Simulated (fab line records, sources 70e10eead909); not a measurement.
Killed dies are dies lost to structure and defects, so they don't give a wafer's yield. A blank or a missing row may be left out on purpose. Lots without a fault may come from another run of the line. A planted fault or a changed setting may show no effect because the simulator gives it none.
Chamber matching | flow nand_harc | NHARC_A_CHANNEL_FILL_D1_ETCHBACK_19 on rie_si-02: 4 sister chambers
The step etches the open film in HBr/Cl2, target depth 5 nm, time 1.7 s. 7 wafers are shown with their chamber, then 6 later ones without.

WAFERS WITH THEIR CHAMBER
wafer  | chamber | drypump_motor_current_A (A) | oes_product_au (a.u.)
L832.1 | 1       | 5.7                         | 0.992
L832.3 | 2       | 5.5                         | 1.011
L837.5 | 2       | 5.5                         | 1.008
L840.1 | 3       | 4.9                         | 1.003
L840.6 | 0       | 5.3                         | 0.997
L845.2 | 3       | 4.9                         | 1.006
L845.4 | 0       | 5.4                         | 1.001

WAFERS WITHOUT THEIR CHAMBER
wafer  | drypump_motor_current_A (A) | oes_product_au (a.u.)
L845.5 | 4.9                         | 1.006
L851.1 | 5.6                         | 1.024
L851.4 | 5.3                         | 1.003
L852.1 | 5.7                         | 0.993
L852.2 | 5.4                         | 1.009
L852.4 | 5.5                         | 1.002

WHICH CHAMBER EACH WENT THROUGH
wafer  | from the rows above     | in truth
L845.5 | 3                       | 3
L851.1 | 2                       | 2
L851.4 | 0                       | 0
L852.1 | 1                       | 1
L852.2 | can't be placed: 2 or 0 | 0
L852.4 | can't be placed: 2 or 0 | 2
Placed correctly: 4 of 6. Can't be placed from these rows: 2 (the true chamber is among the candidates in 2). Placed wrongly: 0.
How it was worked out, from the rows above alone: a wafer's distance from a chamber is the root of the sum, over the readings, of the square of ((its reading less the chamber's mean) divided by the reading's scatter). The wafer belongs to the nearest chamber; if the next one is less than 2 further off, it can't be placed. A chamber's mean is the mean of its shown wafers. The scatter: the root of (the sum of the squares of (reading less its chamber's mean) over the shown wafers, divided by (wafers less chambers)).
